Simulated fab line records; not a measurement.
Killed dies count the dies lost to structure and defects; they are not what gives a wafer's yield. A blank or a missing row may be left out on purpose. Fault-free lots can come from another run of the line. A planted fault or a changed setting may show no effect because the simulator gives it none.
8D (eight disciplines) problem report, filled in by code :: flow n5 finfet :: the parts of the form that need people (team, actions taken, sign-off) are left out

1. THE ISSUE
Mean of etch rf on time s at N5_FIN_SAQP_ETCH_57: 65.3 s across 2 wafers in 2 lots; on wafers with no fault it is 46.0 s (standard deviation 0.85). That is +23 standard deviations from the usual mean.
The step: etches SiNx in CH3F/O2, target depth 32.5 nm, time 46.4 s.
First observed at day 5 06:51: wafer L796.3, on rie diel-01. Wafers with a number at this step in the record: 25, from 9 lots. Rule for "out", or "out of limits": more than 4 standard deviations from the usual mean. The other wafers with a number count as sound.

2. WHAT IT IS; WHAT IT IS NOT
question: which readings at this step
is: etch rf on time s
is not: drypump motor current A, oes product au, rf vpp V, showerhead plenum p Torr, throttle valve pct

question: which lots
is: L796, L799
is not: L784, L786, L787, L788, L792, L794, L795

question: which wafers of those lots
is: L796.3, L799.4
is not: L796.1, L799.1

question: read on which tools
is: rie diel-01, rie diel-06
is not: rie diel-04

question: when
is: from day 5 06:51
is not: up to then (22 sound wafers); but 1 sound wafer of L799 came after

3. WHAT RULES OUT EACH SUSPECT
Counting: a tool at a process step up to the reading stays a suspect if it ran every lot that is out. Sound lots after the first of them don't rule it out here, since some wafers of a struck lot are sound.
- pecvd-03 at N5_FIN_SAQP_PECVD_48 (deposits SiNx from SiH4/NH3/N2, target thk 25 nm, time 22.1 s): kept. Ran every lot that is out, first one L796 (day 5 03:01); last sound lot up to then L794 (day 4 14:52).
- ald sin-04 at N5_FIN_SAQP_SPACER1_ALD_24 (deposits SiO2, target thk 20.3 nm, pulse time 1 s, purge time 2 s): kept. Ran every lot that is out, first one L796 (day 5 05:51); last sound lot up to then L788 (day 3 04:34).
- Within ald sin-04 at N5_FIN_SAQP_SPACER1_ALD_24: the wafers that are out ran in chambers 0, 1; their sound lot-mates ran in chamber 2.
What counting leaves: pecvd-03 at N5_FIN_SAQP_PECVD_48 and ald sin-04 at N5_FIN_SAQP_SPACER1_ALD_24.

4. THE CAUSE (what the simulator had put in)
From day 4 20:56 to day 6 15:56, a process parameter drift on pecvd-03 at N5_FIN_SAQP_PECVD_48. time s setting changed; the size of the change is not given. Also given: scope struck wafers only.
2 suspects survive the count, and this tool is in that group.

5. SEQUENCE OF EFFECTS, ordered by route
Each row: a reading whose mean over the struck wafers that have a number lies more than 3 standard deviations from the usual. Readings are gone through only where the record gives a usual standard deviation; hours: the median, over the lots, of the time from a lot's start at the first step in this table giving one to that lot's start at this step; sigmas: the change measured in usual standard deviations.
hours: 0
step: N5_FIN_SAQP_ETCH_57
reading: etch rf on time s
usual: 46.0 s
on struck wafers: 65.3
change: +19.3
sigmas: +23
The process steps in it:
- N5_FIN_SAQP_ETCH_57: etches SiNx in CH3F/O2, target depth 32.5 nm, time 46.4 s.
At these later measuring or inspecting steps, every struck wafer for which the step has a row has a number for every such reading, and none has moved that far: N5_BEOL_M4_RC_MEAS_101.

6. HOW IT WOULD HAVE BEEN CAUGHT EARLIER
10 hours passed between the start of the fault at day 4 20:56 and the first reading out of limits in this record, taken at day 5 06:51.
No tool reading at N5_FIN_SAQP_PECVD_48 that has a usual standard deviation in the record was out on any struck wafer, so an alarm limit of 4 standard deviations on those readings would not have fired.
Lots out: 2; of these, L799 started N5_FIN_SAQP_PECVD_48 on pecvd-03 after day 5 06:51. Putting the tool on hold at that point would have spared it.
